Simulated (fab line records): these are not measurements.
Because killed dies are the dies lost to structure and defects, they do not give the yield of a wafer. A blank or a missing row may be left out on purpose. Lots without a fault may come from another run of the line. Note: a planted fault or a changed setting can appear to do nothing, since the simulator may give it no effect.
Matching of chambers + flow n5-finfet + N5_BEOL_M10_DEP_56 on pecvd-01: 3 sister chambers
The step deposits SiCN from 3MS/NH3, target thk 15 nm, time 26.5 s. 27 wafers are shown with their chamber, then 12 later ones without.

## WAFERS WITH THEIR CHAMBER
| wafer  | chamber | throttle-valve-pct (%) | showerhead-plenum-p-Torr (Torr) |
|--------|---------|------------------------|---------------------------------|
| L076.1 | 0       | 9.0                    | 3.632                           |
| L076.4 | 2       | 8.3                    | 3.666                           |
| L076.6 | 1       | 9.2                    | 3.662                           |
| L078.1 | 0       | 9.2                    | 3.639                           |
| L078.3 | 1       | 9.2                    | 3.648                           |
| L078.5 | 0       | 9.2                    | 3.632                           |
| L079.1 | 0       | 9.0                    | 3.643                           |
| L079.2 | 1       | 9.1                    | 3.655                           |
| L079.4 | 0       | 9.0                    | 3.648                           |
| L082.2 | 1       | 9.2                    | 3.656                           |
| L082.4 | 0       | 9.2                    | 3.637                           |
| L082.6 | 2       | 8.1                    | 3.664                           |
| L084.3 | 1       | 8.9                    | 3.654                           |
| L084.4 | 0       | 9.3                    | 3.639                           |
| L084.5 | 1       | 8.8                    | 3.655                           |
| L083.1 | 2       | 8.1                    | 3.672                           |
| L083.5 | 0       | 9.3                    | 3.631                           |
| L083.6 | 1       | 9.2                    | 3.650                           |
| L086.1 | 0       | 9.1                    | 3.623                           |
| L086.2 | 1       | 9.4                    | 3.651                           |
| L086.5 | 2       | 8.2                    | 3.655                           |
| L088.2 | 0       | 9.3                    | 3.633                           |
| L088.3 | 2       | 8.4                    | 3.663                           |
| L088.5 | 1       | 9.1                    | 3.661                           |
| L087.3 | 1       | 9.0                    | 3.648                           |
| L087.4 | 1       | 9.0                    | 3.649                           |
| L087.6 | 2       | 8.3                    | 3.660                           |

SIGNATURES, as means of the wafers listed above
| reading                  | chamber 0 | chamber 1 | chamber 2 | scatter within a chamber |
|--------------------------|-----------|-----------|-----------|--------------------------|
| throttle-valve-pct       | 9.160     | 9.100     | 8.233     | 0.144                    |
| showerhead-plenum-p-Torr | 3.63570   | 3.65355   | 3.66333   | 0.00594                  |
Rule: for a wafer and a chamber, the distance is found by dividing, reading by reading, the gap between the wafer's reading and the chamber's mean by the reading's scatter, squaring, summing and taking the root. The wafer belongs to the nearest chamber; if the next one is less than 2 further off, it can't be placed. The scatter is the square root of a quotient: the sum, over the shown wafers, of each reading's squared deviation from its chamber's mean, divided by wafers minus chambers.

## WAFERS WITHOUT THEIR CHAMBER
| wafer  | throttle-valve-pct (%) | showerhead-plenum-p-Torr (Torr) |
|--------|------------------------|---------------------------------|
| L091.1 | 9.1                    | 3.632                           |
| L091.3 | 9.1                    | 3.661                           |
| L091.4 | 9.1                    | 3.655                           |
| L092.2 | 8.2                    | 3.648                           |
| L092.4 | 9.1                    | 3.656                           |
| L092.6 | 8.9                    | 3.640                           |
| L095.1 | 9.0                    | 3.653                           |
| L095.3 | 9.2                    | 3.630                           |
| L095.4 | 9.2                    | 3.653                           |
| L094.1 | 9.3                    | 3.631                           |
| L094.4 | 9.2                    | 3.643                           |
| L094.6 | 9.2                    | 3.635                           |

## CHAMBER TAKEN BY EACH
| wafer  | from the rows above     | in truth |
|--------|-------------------------|----------|
| L091.1 | 0                       | 0        |
| L091.3 | 1                       | 1        |
| L091.4 | 1                       | 1        |
| L092.2 | 2                       | 2        |
| L092.4 | 1                       | 1        |
| L092.6 | can't be placed: 0 or 1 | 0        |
| L095.1 | 1                       | 1        |
| L095.3 | 0                       | 0        |
| L095.4 | 1                       | 1        |
| L094.1 | 0                       | 0        |
| L094.4 | can't be placed: 0 or 1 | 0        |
| L094.6 | 0                       | 0        |
Placed correctly: 10 of 12. Can't be placed from these rows: 2 (the true chamber is among the candidates in 2). Wrongly placed: 0.
